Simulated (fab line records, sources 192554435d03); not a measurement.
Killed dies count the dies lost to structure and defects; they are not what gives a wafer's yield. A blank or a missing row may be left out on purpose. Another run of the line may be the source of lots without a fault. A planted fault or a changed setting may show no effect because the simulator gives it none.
Chamber matching | flow n5Finfet | N5_GATE_CUT_ETCH_28 on rieDiel-03: 4 sister chambers
The step etches underlayer in N2/H2, target depth 13 nm, time 10.4 s. 14 wafers are shown with their chamber, then 7 later ones without.

== WAFERS WITH THEIR CHAMBER ==
wafer  | chamber | drypumpMotorCurrentA (A) | showerheadPlenumPTorr (Torr) | oesProductAu (a.u.)
L077.1 | 3       | 5.7                      | 2.53                         | 0.62
L077.4 | 0       | 5.9                      | 2.58                         | 0.71
L077.5 | 3       | 5.7                      | 2.53                         | 0.63
L080.2 | 2       | 6.1                      | 2.63                         | 0.60
L080.5 | 2       | 6.1                      | 2.63                         | 0.61
L080.6 | 0       | 5.9                      | 2.58                         | 0.70
L084.1 | 3       | 5.6                      | 2.53                         | 0.62
L084.5 | 0       | 5.9                      | 2.58                         | 0.70
L084.6 | 1       | 6.1                      | 2.53                         | 0.64
L094.2 | 0       | 5.9                      | 2.57                         | 0.69
L094.3 | 2       | 6.1                      | 2.62                         | 0.61
L094.5 | 1       | 6.1                      | 2.53                         | 0.64
L095.1 | 3       | 5.6                      | 2.52                         | 0.61
L095.4 | 1       | 6.1                      | 2.53                         | 0.63

SIGNATURES (averages over the wafers above)
reading               | chamber 0 | chamber 1 | chamber 2 | chamber 3 | scatter within a chamber
drypumpMotorCurrentA  | 5.900     | 6.100     | 6.100     | 5.650     | 0.0316
showerheadPlenumPTorr | 2.5775    | 2.5300    | 2.6267    | 2.5275    | 0.00465
oesProductAu          | 0.7000    | 0.6367    | 0.6067    | 0.6200    | 0.0073
Rule: for each reading, subtract the chamber's mean from the wafer's reading, divide by that reading's scatter and square the result; add these up over the readings and take the root, which gives the wafer's distance from the chamber. The wafer belongs to the nearest chamber; if the next one is less than 2 further off, it can't be placed. The scatter: take each reading less its chamber's mean, square it, sum over the shown wafers, divide by the number of wafers less the number of chambers, and take the root.

== WAFERS WITHOUT THEIR CHAMBER ==
wafer  | drypumpMotorCurrentA (A) | showerheadPlenumPTorr (Torr) | oesProductAu (a.u.)
L095.6 | 6.1                      | 2.62                         | 0.60
L096.2 | 6.1                      | 2.53                         | 0.63
L096.4 | 5.6                      | 2.52                         | 0.61
L096.5 | 5.9                      | 2.57                         | 0.69
L097.3 | 5.9                      | 2.57                         | 0.69
L097.5 | 5.9                      | 2.57                         | 0.68
L097.6 | 6.1                      | 2.52                         | 0.63

== WHICH CHAMBER EACH WENT THROUGH ==
wafer  | from the rows above | in truth
L095.6 | 2                   | 2
L096.2 | 1                   | 1
L096.4 | 3                   | 3
L096.5 | 0                   | 0
L097.3 | 0                   | 0
L097.5 | 0                   | 0
L097.6 | 1                   | 1
Correctly placed: 7 of 7. Can't be placed from these rows: 0. Number placed wrongly: 0.
